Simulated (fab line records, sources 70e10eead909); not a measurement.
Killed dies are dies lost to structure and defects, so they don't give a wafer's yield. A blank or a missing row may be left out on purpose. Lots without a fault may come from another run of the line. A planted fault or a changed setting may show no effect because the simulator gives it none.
fab line records | flow nand_harc
record lots=24 wafers=72 last_day=33
route steps=1302 shown P_GATE@148 P_CONTACT@237 P_M0@263
lots that met no fault: from a run of the same line without faults
start_h: hours from the record's first day to the start of the lot's first wafer shown | wait_h: hours since the lot's step before | " the same as in the row above | L1.1+2: a row that stands for several wafers | - no value, or no start given | * or withheld: withheld | < > ~ a bound
route shown NAME@n: a module of which the file shows steps, and the number in the route of the first | usual: mean/standard deviation of fault-free wafers | same: alike in all rows | chamber/n: place in a boat | sites: the reading at each site | _std_site: their standard deviation | _edge_site: outer sites' mean less inner sites' | radius_mm: how far each site lies from the wafer's centre | mask NAME#n: copy n | behind: the tool/chamber that last shaped the wafer | hold: why the lot was held/for how many hours/how that ended | device: the transistor (n, p or np) that didn't switch | end of line: the same wafers' tests at the end of the route | a step without rows: its recipe alone | killed: dies lost to structure and defects at the first sort, not the wafer's yield | map: a wafer's dies, x killed, . not, _ none there
set.NAME: the setting as run; set.NAME@STEP: as run at that earlier step | model.NAME: the simulator's own value behind a step, which no gauge read
steps of the route over a sample of lots; a table a step, a row a wafer
services: from which hour (start_h, from the record's first day; less than 0 if before it) a tool's chamber was out of use, for how many hours, and why
## steps
# step NHARC_P_GATE_ETCH_114
# recipe target_depth_a=300 overetch_a=30 time_s=16.5 ion_energy_ev=100 cf4_flow_sccm=80 o2_flow_sccm=20 ar_flow_sccm=0 rf_w=300 bias_w=100 chemistry=CF4/O2
# usual bias_w=100.0/0.3 drypump_motor_current_A=6.0/0.52 oes_product_au=1.001/0.0068 rf_vpp_V=197.9/1.2 showerhead_plenum_p_Torr=1.35/0.048 throttle_valve_pct=13.397/0.0095
# columns lot.wafer tool chamber start_h wait_h bias_w drypump_motor_current_A oes_product_au rf_hours_counter_h rf_vpp_V showerhead_plenum_p_Torr throttle_valve_pct
L074.1 rie_diel-03 2 - - 100.0 5.6 1.016 13 195.6 1.26 13.375
L074.4 " 2 " " 100.1 5.7 1.007 - 195.9 1.26 13.415
L074.6 " 1 " " 100.4 6.7 1.018 - 198.2 1.34 13.401
L075.3 rie_diel-12 3 - - 99.9 5.9 0.987 2 197.3 1.33 13.386
L075.5 " 3 " " 100.0 5.9 1.001 - 198.0 1.33 13.395
L075.4 " 2 " " 99.7 6.5 0.992 - 199.4 1.41 13.388
L076.3 rie_diel-12 0 - - 100.5 4.7 1.002 2 197.6 1.32 13.393
L076.5 " 2 " " 100.3 6.5 0.998 - 199.0 1.41 13.412
L076.6 " 3 " " 99.4 5.9 1.000 - 197.2 1.33 13.396
L078.4 rie_diel-12 3 - - 99.6 5.9 0.998 3 197.1 1.33 13.394
L078.3 " 1 " " 100.3 6.2 0.998 3 197.4 1.36 13.385
L078.6 " 2 " " 100.4 6.5 1.001 - 199.8 1.41 13.395
L077.3 rie_diel-03 0 - - 99.9 6.0 1.001 2 200.1 1.33 13.407
L077.2 " 1 " " 99.8 6.7 1.001 2 197.9 1.34 13.391
L077.4 " 2 " " 100.2 5.6 1.012 2 197.1 1.26 13.401
L079.3 rie_diel-07 0 - - 100.2 6.4 0.997 2 199.2 1.40 13.394
L079.4 " 2 " " 99.9 5.7 0.998 1 198.5 1.37 13.397
L079.5 " 3 " " 99.6 5.9 1.005 - 198.0 1.36 13.375
L080.1 rie_diel-07 3 - - 99.4 5.9 1.002 1 198.2 1.36 13.411
L080.5 " 1 " " 100.0 6.5 1.007 - 199.4 1.41 13.396
L080.6 " 2 " " 99.8 5.7 0.993 - 198.4 1.37 13.390
L081.2 rie_diel-07 3 - - 100.0 5.9 1.004 1 200.2 1.36 13.394
L081.4 " 1 " " 100.3 6.5 1.003 2 198.3 1.41 13.401
L081.5 " 3 " " 99.9 5.9 1.008 - 198.4 1.36 13.412
L083.1 rie_diel-03 3 - - 100.4 6.0 1.001 4 196.4 1.26 13.412
L083.4 " 2 " " 100.2 5.6 1.008 6 195.4 1.26 13.381
L083.5 " 3 " " 100.5 6.0 0.989 - 196.2 1.26 13.383
L082.3 rie_diel-07 3 - - 100.2 5.9 0.983 2 197.9 1.36 13.404
L082.4 " 1 " " 100.2 6.5 0.994 3 200.3 1.41 13.402
L082.6 " 3 " " 100.1 5.9 0.991 - 197.4 1.36 13.404
L084.2 rie_diel-07 1 - - 100.1 6.5 0.998 3 200.0 1.41 13.394
L084.3 " 0 " " 99.8 6.4 1.008 3 198.8 1.40 13.404
L084.5 " 1 " " 100.4 6.5 1.001 - 197.6 1.41 13.400
L085.4 rie_diel-07 1 - - 100.0 6.5 0.995 4 198.4 1.41 13.393
L085.3 " 2 " " 100.3 5.7 1.008 3 198.7 1.37 13.396
L085.1 " 0 " " 100.5 6.4 0.998 4 199.2 1.40 13.386
L086.1 rie_diel-03 0 - - 99.9 6.0 0.997 8 197.2 1.32 13.400
L086.3 " 1 " " 100.4 6.7 1.000 6 197.9 1.34 13.411
L086.4 " 2 " " 99.8 5.7 1.002 8 195.1 1.26 13.399
L088.3 rie_diel-07 1 - - 99.6 6.4 1.004 7 198.2 1.41 13.417
L088.2 " 2 " " 100.0 5.7 0.998 5 197.4 1.37 13.401
L088.6 " 1 " " 99.6 6.5 0.991 - 200.2 1.41 13.409
L087.4 rie_diel-12 0 - - 100.0 4.7 1.006 9 198.4 1.32 13.397
L087.1 " 1 " " 100.4 6.2 0.998 7 198.0 1.36 13.404
L087.2 " 2 " " 100.6 6.5 1.012 9 198.5 1.41 13.393
L089.3 rie_diel-03 0 - - 100.1 6.0 0.999 10 197.9 1.32 13.401
L089.2 " 3 " " 100.3 6.0 1.008 8 196.9 1.25 13.399
L089.6 " 0 " " 100.0 6.0 1.005 - 197.7 1.32 13.402
L090.1 rie_diel-07 2 - - 100.1 5.7 0.996 6 198.9 1.37 13.390
L090.3 " 3 " " 99.6 5.9 0.999 5 197.9 1.36 13.410
L090.5 " 2 " " 100.0 5.7 1.000 - 199.1 1.37 13.403
L091.1 rie_diel-03 0 - - 99.7 6.0 0.988 11 197.6 1.32 13.379
L091.3 " 2 " " 99.7 5.6 1.011 11 196.8 1.26 13.409
L091.6 " 3 " " 99.6 6.0 1.005 - 196.2 1.25 13.411
L092.3 rie_diel-12 0 - - 99.4 4.7 1.007 0 198.3 1.32 13.411
L092.2 " 1 " " 100.2 6.2 0.997 0 198.5 1.36 13.396
L092.1 " 2 " " 100.3 6.5 0.982 0 200.2 1.41 13.382
L093.1 rie_diel-12 1 - - 100.1 6.2 0.993 1 198.2 1.36 13.393
L093.4 " 0 " " 99.6 4.7 1.009 1 196.1 1.32 13.413
L093.5 " 2 " " 100.0 6.5 1.006 - 199.9 1.41 13.395
L094.1 rie_diel-12 0 - - 100.3 4.7 1.013 2 197.9 1.32 13.388
L094.4 " 3 " " 99.9 5.9 1.012 2 196.9 1.33 13.394
L094.6 " 0 " " 99.7 4.7 1.012 - 197.3 1.32 13.417
L095.1 rie_diel-03 0 - - 99.9 6.0 0.994 1 198.1 1.32 13.395
L095.3 " 1 " " 99.6 6.6 0.990 1 197.4 1.33 13.390
L095.5 " 0 " " 100.0 6.0 1.008 - 197.1 1.32 13.407
L096.4 rie_diel-12 2 - - 100.1 6.5 0.987 2 198.3 1.41 13.397
L096.3 " 3 " " 100.1 5.9 1.000 2 198.1 1.33 13.400
L096.5 " 0 " " 100.1 4.7 1.005 - 197.7 1.32 13.387
L097.4 rie_diel-03 2 - - 100.4 5.6 0.997 2 196.5 1.26 13.380
L097.1 " 1 " " 100.2 6.8 1.003 2 197.4 1.33 13.396
L097.5 " 2 " " 99.9 5.6 0.998 - 195.7 1.26 13.405
# step NHARC_P_GATE_CD_MEAS_33
# usual cd_nm=120.4/1.7
# columns lot.wafer tool chamber start_h wait_h cd_nm
L074.1 cd_sem-03 - 96.46 0.2 120.0
L074.4 " - " " 119.1
L074.6 " - " " 119.0
L075.3 cd_sem-02 - 107.99 0.2 118.8
L075.4 " - " " 119.8
L075.5 " - " " 120.0
L076.3 cd_sem-03 - 120.99 0.1 120.2
L076.5 " - " " 119.3
L076.6 " - " " 118.8
L078.3 cd_sem-01 - 134.12 - 118.7
L078.4 " - " " 118.2
L078.6 " - " " 119.5
L077.2 cd_sem-02 - 134.80 - 120.1
L077.3 " - " " 123.0
L077.4 " - " " 117.5
L079.3 cd_sem-02 - 148.53 - 120.3
L079.4 " - " " 122.6
L079.5 " - " " 120.9
L080.1 cd_sem-02 - 155.22 0.2 122.9
L080.5 " - " " 125.4
L080.6 " - " " 124.4
L081.2 cd_sem-01 - 165.41 - 123.6
L081.4 " - " " 121.7
L081.5 " - " " 120.2
L083.1 cd_sem-01 - 180.80 - 121.7
L083.4 " - " " 124.4
L083.5 " - " " 123.0
L082.3 cd_sem-02 - 180.93 - 118.7
L082.4 " - " " 120.1
L082.6 " - " " 119.2
L084.2 cd_sem-02 - 193.02 - 118.9
L084.3 " - " " 119.8
L084.5 " - " " 121.8
L085.1 cd_sem-03 - 205.49 0.1 118.1
L085.3 " - " " 123.1
L085.4 " - " " 118.2
L086.1 cd_sem-01 - 218.82 - 119.9
L086.3 " - " " 119.5
L086.4 " - " " 120.6
L088.2 cd_sem-01 - 244.81 - 122.6
L088.3 " - " " 118.0
L088.6 " - " " 121.2
L087.1 cd_sem-03 - 245.56 - 120.4
L087.2 " - " " 120.0
L087.4 " - " " 121.4
L089.2 cd_sem-01 - 246.21 - 119.0
L089.3 " - " " 121.0
L089.6 " - " " 123.6
L090.1 cd_sem-03 - 260.61 - 122.2
L090.3 " - " " 119.1
L090.5 " - " " 122.8
L091.1 cd_sem-01 - 269.55 - 119.0
L091.3 " - " " 118.1
L091.6 " - " " 117.4
L092.1 cd_sem-03 - 278.61 - 118.9
L092.2 " - " " 120.2
L092.3 " - " " 118.5
L093.1 cd_sem-03 - 288.40 - 121.1
L093.4 " - " " 120.6
L093.5 " - " " 122.3
L094.1 cd_sem-02 - 295.42 - 121.8
L094.4 " - " " 121.1
L094.6 " - " " 119.8
L095.1 cd_sem-03 - 306.95 0.2 118.5
L095.3 " - " " 120.2
L095.5 " - " " 119.2
L096.3 cd_sem-01 - 314.32 - 120.2
L096.4 " - " " 119.2
L096.5 " - " " 122.3
L097.1 cd_sem-03 - 327.90 - 119.0
L097.4 " - " " 118.5
L097.5 " - " " 119.8
# step NHARC_P_GATE_DESCUM_48
# recipe time_s=3 o2_flow_sccm=200 ar_flow_sccm=0 bias_power_w=0 chemistry=O2
# usual drypump_motor_current_A=6.0/0.47 oes_product_au=1.003/0.0069 rf_vpp_V=57.8/0.84 showerhead_plenum_p_Torr=1.94/0.07 throttle_valve_pct=11.312/0.009
# columns lot.wafer tool chamber start_h wait_h drypump_motor_current_A oes_product_au rf_hours_counter_h rf_vpp_V showerhead_plenum_p_Torr throttle_valve_pct
L074.1 rie_diel-07 3 107.66 - 5.9 1.008 7 57.9 1.95 11.316
L074.4 " 1 " " 6.5 0.996 - 58.9 2.03 11.314
L074.6 " 2 " " 5.7 1.015 - 57.7 1.96 11.322
L075.3 rie_diel-12 1 119.24 - 6.2 1.006 2 59.0 1.95 11.323
L075.4 " 2 " " 6.5 1.009 3 58.6 2.03 11.316
L075.5 " 1 " " 6.2 1.011 - 57.8 1.95 11.318
L076.3 rie_diel-07 3 132.10 - 5.9 1.006 0 58.8 1.95 11.317
L076.5 " 3 " " 5.9 1.008 - 57.0 1.95 11.293
L076.6 " 0 " " 6.4 1.007 - 58.2 2.01 11.322
L078.4 rie_diel-03 3 145.25 - 6.0 1.005 0 57.3 1.80 11.305
L078.3 " 0 " " 6.0 0.995 2 58.0 1.90 11.311
L078.6 " 0 " " 6.0 0.999 - 57.4 1.90 11.305
L077.2 rie_diel-12 0 145.90 - 4.7 1.013 3 56.2 1.90 11.307
L077.3 " 1 " " 6.2 0.990 3 56.4 1.95 11.313
L077.4 " 2 " " 6.5 1.002 3 57.2 2.03 11.319
L079.3 rie_diel-07 1 161.61 - 6.5 0.994 2 58.2 2.03 11.286
L079.4 " 0 " " 6.4 1.001 2 57.7 2.01 11.311
L079.5 " 2 " " 5.7 0.997 - 58.6 1.96 11.305
L080.1 rie_diel-12 2 166.29 - 6.4 1.003 5 57.7 2.03 11.299
L080.5 " 3 " " 5.9 1.002 - 57.6 1.91 11.304
L080.6 " 1 " " 6.2 0.999 - 57.6 1.95 11.302
L081.2 rie_diel-07 0 176.51 - 6.4 0.998 2 57.9 2.01 11.308
L081.4 " 2 " " 5.7 1.005 2 57.6 1.96 11.328
L081.5 " 0 " " 6.4 1.007 - 57.0 2.01 11.314
L083.4 rie_diel-07 3 191.73 - 5.9 1.016 2 58.8 1.95 11.306
L083.1 " 1 " " 6.5 1.009 3 58.4 2.03 11.303
L083.5 " 0 " " 6.4 1.013 - 57.3 2.01 11.299
L082.4 rie_diel-03 3 192.13 - 6.0 1.004 4 57.0 1.80 11.301
L082.3 " 2 " " 5.6 1.006 6 58.9 1.81 11.302
L082.6 " 0 " " 6.0 1.002 - 58.9 1.90 11.304
L084.3 rie_diel-03 2 204.17 - 5.6 1.002 7 57.5 1.81 11.307
L084.2 " 0 " " 6.0 1.002 7 58.0 1.90 11.301
L084.5 " 3 " " 6.0 1.002 - 55.8 1.80 11.308
L085.1 rie_diel-07 0 216.65 - 6.4 1.013 5 58.1 2.01 11.313
L085.4 " 1 " " 6.5 1.011 6 58.7 2.03 11.316
L085.3 " 3 " " 5.9 0.999 4 58.4 1.95 11.309
L086.4 rie_diel-07 3 230.00 - 5.9 1.001 4 56.8 1.95 11.322
L086.3 " 1 " " 6.5 1.006 6 57.9 2.03 11.309
L086.1 " 2 " " 5.7 1.000 5 58.4 1.96 11.329
L088.3 rie_diel-12 2 255.95 - 6.5 0.999 9 58.6 2.03 11.321
L088.2 " 1 " " 6.2 0.992 7 56.8 1.95 11.326
L088.6 " 2 " " 6.5 1.003 - 59.8 2.03 11.319
L087.1 rie_diel-03 1 256.67 - 6.7 1.006 9 57.7 1.91 11.303
L087.2 " 2 " " 5.7 1.011 11 57.9 1.80 11.293
L087.4 " 3 " " 6.0 1.011 8 59.0 1.80 11.317
L089.3 rie_diel-07 2 257.31 - 5.7 0.991 6 58.9 1.96 11.321
L089.2 " 3 " " 5.9 0.996 5 57.5 1.95 11.317
L089.6 " 2 " " 5.7 0.990 - 58.2 1.96 11.314
L090.3 rie_diel-07 0 271.82 - 6.4 0.994 8 58.7 2.01 11.307
L090.1 " 2 " " 5.7 1.007 6 57.4 1.96 11.298
L090.5 " 1 " " 6.5 1.009 - 57.7 2.03 11.320
L091.1 rie_diel-03 2 280.79 - 5.7 1.005 12 56.9 1.80 11.307
L091.3 " 3 " " 6.0 1.000 9 56.8 1.80 11.318
L091.6 " 1 " " 6.7 0.995 - 57.4 1.91 11.304
L092.3 rie_diel-07 2 289.74 - 5.7 1.000 7 60.0 1.96 11.315
L092.2 " 3 " " 5.8 1.000 6 58.7 1.95 11.319
L092.1 " 0 " " 6.4 1.010 8 57.3 2.01 11.306
L093.4 rie_diel-03 1 299.54 - 6.7 0.993 1 59.2 1.91 11.325
L093.1 " 2 " " 5.6 0.997 1 57.0 1.80 11.299
L093.5 " 2 " " 5.7 1.001 - 56.4 1.80 11.311
L094.1 rie_diel-12 3 306.71 - 5.9 1.005 2 58.4 1.91 11.310
L094.4 " 0 " " 4.7 1.009 2 58.7 1.89 11.317
L094.6 " 2 " " 6.5 1.005 - 58.8 2.03 11.318
L095.1 rie_diel-07 3 318.11 - 5.9 0.990 1 58.5 1.95 11.311
L095.3 " 1 " " 6.5 0.990 2 58.9 2.03 11.319
L095.5 " 3 " " 5.9 0.995 - 59.0 1.95 11.320
L096.3 rie_diel-12 2 325.47 - 6.5 1.006 3 58.1 2.03 11.309
L096.4 " 0 " " 4.7 1.010 3 57.4 1.89 11.313
L096.5 " 3 " " 5.9 1.006 - 57.8 1.91 11.320
L097.4 rie_diel-12 0 339.15 - 4.7 1.010 5 57.6 1.89 11.298
L097.1 " 3 " " 5.9 1.012 5 56.8 1.91 11.317
L097.5 " 0 " " 4.8 1.005 - 58.6 1.89 11.334
# step NHARC_P_CONTACT_ETCH_36
# recipe target_depth_a=2600 over_etch_frac=0.25 time_s=406.25 ion_energy_ev=200 n2_flow_sccm=150 h2_flow_sccm=150 ar_flow_sccm=0 rf_w=400 bias_w=150 chemistry=N2/H2
# usual bias_w=150.0/0.48 drypump_motor_current_A=5.9/0.51 oes_product_au=0.998/0.0069 rf_vpp_V=430.1/2.7 showerhead_plenum_p_Torr=2.02/0.096 throttle_valve_pct=14.170/0.0083
# same over_etch_frac=0.25
# columns lot.wafer tool chamber start_h wait_h bias_w drypump_motor_current_A oes_product_au rf_hours_counter_h rf_vpp_V showerhead_plenum_p_Torr throttle_valve_pct
L074.1 rie_diel-02 3 - - 150.4 5.6 1.012 1.7 429.2 1.92 14.167
L074.4 " 0 " " 149.9 6.0 0.988 1.5 431.3 2.09 14.166
L074.6 " 3 " " 150.1 5.6 0.996 - 428.3 1.92 14.165
L075.4 rie_diel-10 1 - - 149.5 5.0 1.005 1.8 433.8 2.18 14.173
L075.3 " 0 " " 150.9 6.2 0.999 1.8 429.1 2.01 14.185
L075.5 " 2 " " 150.6 6.2 0.990 - 437.6 2.21 14.173
L076.3 rie_diel-04 1 - - 150.6 5.7 0.996 5.8 429.0 1.98 14.174
L076.5 " 2 " " 150.0 5.8 0.998 - 428.9 1.98 14.173
L076.6 " 3 " " 150.7 5.4 1.000 - 428.0 1.95 14.168
L078.4 rie_diel-02 3 - - 150.2 5.6 0.997 2.9 427.6 1.92 14.175
L078.3 " 1 " " 149.9 6.8 1.009 2.6 434.1 2.15 14.156
L078.6 " 2 " " 149.6 5.2 1.001 - 427.5 1.97 14.176
L077.3 rie_diel-10 2 - - 150.7 6.2 0.990 2.8 435.1 2.21 14.183
L077.4 " 3 " " 150.2 6.7 0.997 2.6 428.0 1.95 14.161
L077.2 " 0 " " 149.9 6.2 0.995 2.5 430.6 2.01 14.174
L079.3 rie_diel-10 2 - - 149.7 6.2 0.993 3.3 434.1 2.21 14.158
L079.4 " 3 " " 150.0 6.7 0.996 3.1 427.6 1.95 14.171
L079.5 " 0 " " 150.5 6.2 1.007 - 430.1 2.01 14.179
L080.1 rie_diel-04 2 - - 150.1 5.8 0.998 8.1 428.3 1.97 14.181
L080.6 " 0 " " 150.8 5.9 0.996 - 428.0 1.94 14.164
L080.5 " 1 " " 149.5 5.7 0.999 - 428.6 1.98 14.169
L081.2 rie_diel-10 3 - - 149.9 6.7 1.002 3.5 429.2 1.95 14.153
L081.4 " 2 " " 150.3 6.2 0.992 3.8 435.5 2.21 14.160
L081.5 " 0 " " 150.3 6.2 1.004 - 429.1 2.01 14.159
L083.1 rie_diel-10 2 - - 148.7 6.2 1.000 4.3 434.0 2.21 14.172
L083.4 " 3 " " 150.2 6.7 1.002 4.2 429.9 1.95 14.186
L083.5 " 3 " " 149.6 6.7 1.009 - 426.8 1.95 14.172
L082.3 rie_diel-02 2 - - 150.1 5.2 1.003 3.7 428.6 1.97 14.162
L082.4 " 3 " " 150.6 5.6 0.998 3.9 426.9 1.92 14.178
L082.6 " 1 " " 149.7 6.8 0.990 - 434.0 2.15 14.167
L084.2 rie_diel-02 2 - - 150.7 5.2 1.008 4.2 430.3 1.97 14.157
L084.3 " 3 " " 150.9 5.6 1.003 4.4 428.0 1.92 14.162
L084.5 " 3 " " 149.9 5.6 0.986 - 426.4 1.92 14.165
L085.1 rie_diel-04 1 - - 149.4 5.7 0.979 1.1 429.1 1.98 14.161
L085.4 " 2 " " 149.6 5.8 0.989 1.3 427.9 1.97 14.168
L085.3 " 3 " " 150.2 5.5 0.990 1.4 427.6 1.95 14.157
L086.3 rie_diel-04 0 - - 150.8 6.0 0.993 1.7 427.7 1.94 14.176
L086.1 " 1 " " 149.0 5.7 1.011 1.6 430.4 1.98 14.164
L086.4 " 2 " " 150.1 5.8 1.001 1.8 429.1 1.97 14.176
L088.2 rie_diel-04 0 - - 150.4 6.0 1.002 4.2 427.6 1.94 14.165
L088.3 " 2 " " 150.7 5.8 1.000 3.8 429.7 1.97 14.173
L088.6 " 3 " " 149.2 5.5 1.001 - 428.2 1.95 14.159
L087.1 rie_diel-10 3 - - 149.6 6.7 0.995 0.2 430.3 1.95 14.171
L087.2 " 0 " " 150.5 6.2 1.004 0.3 430.2 2.01 14.177
L087.4 " 1 " " 149.9 5.0 1.003 0.2 433.9 2.18 14.164
L089.2 rie_diel-04 0 - - 150.4 6.0 0.993 4.6 428.0 1.94 14.169
L089.3 " 1 " " 150.4 5.8 0.998 3.8 431.2 1.98 14.188
L089.6 " 0 " " 150.0 6.0 0.994 - 426.4 1.94 14.159
L090.1 rie_diel-10 3 - - 151.3 6.7 0.991 0.7 426.5 1.95 14.158
L090.3 " 2 " " 150.1 6.2 0.980 0.5 435.5 2.21 14.166
L090.5 " 0 " " 149.6 6.2 1.001 - 429.9 2.01 14.183
L091.3 rie_diel-04 1 - - 149.4 5.7 0.992 5.0 429.4 1.98 14.177
L091.1 " 2 " " 150.0 5.8 0.992 5.4 427.1 1.97 14.184
L091.6 " 1 " " 149.6 5.7 0.997 - 429.4 1.98 14.163
L092.1 rie_diel-02 2 - - 149.6 5.2 0.989 1.1 427.7 1.96 14.169
L092.3 " 3 " " 149.1 5.6 0.984 1.0 426.1 1.92 14.164
L092.2 " 0 " " 150.0 6.0 0.993 1.3 431.8 2.09 14.175
L093.1 rie_diel-04 3 - - 149.4 5.5 1.002 7.3 428.6 1.95 14.158
L093.4 " 1 " " 150.0 5.7 0.997 - 428.6 1.98 14.185
L093.5 " 0 " " 149.8 6.0 1.001 - 428.4 1.94 14.165
L094.1 rie_diel-02 0 - - 149.8 6.0 1.001 2.0 432.6 2.09 14.172
L094.4 " 1 " " 149.4 6.9 1.007 1.7 434.5 2.15 14.168
L094.6 " 1 " " 149.8 6.8 0.995 - 434.0 2.15 14.161
L095.1 rie_diel-04 1 - - 150.4 5.7 0.997 7.0 429.3 1.98 14.172
L095.3 " 0 " " 150.3 5.9 0.995 7.6 427.4 1.94 14.164
L095.5 " 2 " " 150.1 5.8 1.003 - 429.0 1.97 14.152
L096.3 rie_diel-10 0 - - 149.6 6.2 1.013 1.9 429.1 2.01 14.166
L096.4 " 2 " " 150.5 6.2 0.994 1.9 434.9 2.21 14.186
L096.5 " 3 " " 150.1 6.7 0.993 - 429.1 1.95 14.170
L097.1 rie_diel-02 0 - - 149.6 6.0 0.998 2.9 430.5 2.09 14.163
L097.4 " 2 " " 150.8 5.2 1.000 2.7 427.9 1.96 14.183
L097.5 " 0 " " 150.2 6.0 0.999 - 430.4 2.09 14.185
# step NHARC_P_CONTACT_DEGAS_38
# recipe temp_c=300 time_s=60
# usual heater_power_w=443/48
# columns lot.wafer tool chamber start_h wait_h heater_power_w
L074.4 pvd_sputter-02 - 117.27 - 492
L074.1 " - " " 476
L074.6 " - " " 507
L075.3 pvd_sputter-02 - 128.99 - 498
L075.4 " - " " 401
L075.5 " - " " 373
L076.3 pvd_sputter-02 - 142.01 - 371
L076.6 " - " " 414
L076.5 " - " " 468
L078.4 pvd_sputter-01 - 155.03 - 438
L078.3 " - " " 429
L078.6 " - " " 428
L077.3 pvd_sputter-03 - 155.53 - 467
L077.4 " - " " 380
L077.2 " - " " 424
L079.4 pvd_sputter-01 - 171.26 - 430
L079.3 " - " " 433
L079.5 " - " " 496
L080.1 pvd_sputter-01 - 176.07 - 439
L080.5 " - " " 437
L080.6 " - " " 426
L081.2 pvd_sputter-01 - 185.92 - 439
L081.4 " - " " 517
L081.5 " - " " 416
L083.4 pvd_sputter-01 - 201.49 - 423
L083.1 " - " " 439
L083.5 " - " " 503
L082.3 pvd_sputter-03 - 202.00 - 397
L082.4 " - " " 360
L082.6 " - " " 466
L084.2 pvd_sputter-02 - 213.72 - 509
L084.3 " - " " 416
L084.5 " - " " 480
L085.1 pvd_sputter-03 - 226.17 - 366
L085.3 " - " " 471
L085.4 " - " " 398
L086.3 pvd_sputter-01 - 239.86 - 435
L086.4 " - " " 436
L086.1 " - " " 538
L088.2 pvd_sputter-03 - 265.72 - 472
L088.3 " - " " 365
L088.6 " - " " 363
L087.1 pvd_sputter-01 - 266.43 - 426
L087.4 " - " " 426
L087.2 " - " " 435
L089.2 pvd_sputter-03 - 267.31 - 354
L089.3 " - " " 465
L089.6 " - " " 366
L090.3 pvd_sputter-01 - 281.43 - 440
L090.1 " - " " 554
L090.5 " - " " 445
L091.1 pvd_sputter-01 - 290.63 - 567
L091.3 " - " " 452
L091.6 " - " " 559
L092.2 pvd_sputter-03 - 299.37 - 366
L092.3 " - " " 409
L092.1 " - " " 466
L093.4 pvd_sputter-02 - 309.35 - 417
L093.1 " - " " 486
L093.5 " - " " 413
L094.4 pvd_sputter-03 - 316.38 - 470
L094.1 " - " " 473
L094.6 " - " " 407
L095.1 pvd_sputter-01 - 327.77 - 448
L095.3 " - " " 440
L095.5 " - " " 440
L096.4 pvd_sputter-03 - 335.29 - 356
L096.3 " - " " 466
L096.5 " - " " 467
L097.1 pvd_sputter-01 - 349.19 - 433
L097.4 " - " " 435
L097.5 " - " " 445
# step NHARC_P_M0_CD_MEAS_09
# recipe target_cd_nm=90 landing_energy_ev=500
# usual cd_nm=90.1/0.49
# columns lot.wafer tool chamber start_h wait_h cd_nm
L074.1 cd_sem-02 0 119.66 - 89.8
L074.4 " 0 " " 89.3
L074.6 " 0 " " 89.5
L075.3 cd_sem-01 0 131.41 - 89.5
L075.4 " 0 " " 90.1
L075.5 " 0 " " 90.3
L076.3 cd_sem-01 0 144.39 - 90.5
L076.5 " 0 " " 90.4
L076.6 " 0 " " 90.1
L078.3 cd_sem-03 0 157.30 - 89.9
L078.4 " 0 " " 90.4
L078.6 " 0 " " 90.2
L077.2 cd_sem-03 0 157.95 - 91.3
L077.3 " 0 " " 90.7
L077.4 " 0 " " 90.9
L079.3 cd_sem-02 0 173.62 - 90.7
L079.4 " 0 " " 90.3
L079.5 " 0 " " 90.2
L080.1 cd_sem-02 0 178.35 - 89.7
L080.5 " 0 " " 89.0
L080.6 " 0 " " 90.4
L081.2 cd_sem-03 0 188.31 - 90.3
L081.4 " 0 " " 90.1
L081.5 " 0 " " 89.4
L083.1 cd_sem-03 0 204.28 - 90.2
L083.4 " 0 " " 89.6
L083.5 " 0 " " 89.7
L082.3 cd_sem-02 0 205.47 - 90.8
L082.4 " 0 " " 91.3
L082.6 " 0 " " 90.6
L084.2 cd_sem-02 0 216.11 - 89.6
L084.3 " 0 " " 89.9
L084.5 " 0 " " 88.6
L085.1 cd_sem-02 0 228.58 - 89.2
L085.3 " 0 " " 89.8
L085.4 " 0 " " 90.2
L086.1 cd_sem-03 0 242.18 - 90.2
L086.3 " 0 " " 90.3
L086.4 " 0 " " 90.1
L088.2 cd_sem-01 0 268.12 - 90.1
L088.3 " 0 " " 90.1
L088.6 " 0 " " 89.7
L087.1 cd_sem-01 0 268.72 - 90.2
L087.2 " 0 " " 90.8
L087.4 " 0 " " 90.2
L089.2 cd_sem-01 0 269.72 - 90.2
L089.3 " 0 " " 90.5
L089.6 " 0 " " 90.0
L090.1 cd_sem-03 0 283.81 - 89.7
L090.3 " 0 " " 90.2
L090.5 " 0 " " 89.8
L091.1 cd_sem-02 0 292.89 - 90.5
L091.3 " 0 " " 90.7
L091.6 " 0 " " 90.4
L092.1 cd_sem-02 0 301.77 - 90.9
L092.2 " 0 " " 90.7
L092.3 " 0 " " 91.1
L093.1 cd_sem-03 0 311.75 - 89.9
L093.4 " 0 " " 89.7
L093.5 " 0 " " 90.2
L094.1 cd_sem-01 0 318.75 - 89.6
L094.4 " 0 " " 90.6
L094.6 " 0 " " 90.4
L095.1 cd_sem-03 0 330.18 - 91.1
L095.3 " 0 " " 90.3
L095.5 " 0 " " 90.6
L096.3 cd_sem-03 0 337.57 - 90.3
L096.4 " 0 " " 90.3
L096.5 " 0 " " 90.1
L097.1 cd_sem-01 0 351.49 - 89.2
L097.4 " 0 " " 90.3
L097.5 " 0 " " 89.4
## services
# columns tool chamber start_h hours kind
pvd_sputter-01 - 76.89 1.3 repair
rie_diel-12 - 91.40 9.0 pm
rie_diel-07 0 101.16 8.5 repair
rie_diel-03 - 104.30 9.0 pm
rie_diel-12 1 106.97 8.4 repair
rie_diel-07 3 110.31 12.4 repair
rie_diel-07 - 117.20 9.0 pm
pvd_sputter-01 - 129.67 5.2 repair
rie_diel-03 3 130.39 3.5 repair
rie_diel-07 3 143.69 3.9 repair
rie_diel-03 1 149.36 15.5 repair
rie_diel-12 0 154.96 13.8 repair
pvd_sputter-01 - 189.82 7.3 repair
rie_diel-12 1 190.87 25.7 repair
pvd_sputter-01 - 226.00 10.0 pm
rie_diel-12 - 268.40 9.0 pm
pvd_sputter-01 - 275.51 0.8 repair
rie_diel-03 - 281.30 9.0 pm
rie_diel-07 - 294.20 9.0 pm
rie_diel-12 - 303.82 0.9 repair
rie_diel-07 2 306.39 11.2 repair
rie_diel-03 1 321.44 3.8 repair
rie_diel-07 2 323.13 7.8 repair
rie_diel-07 - 330.06 0.1 repair
## key
fault none
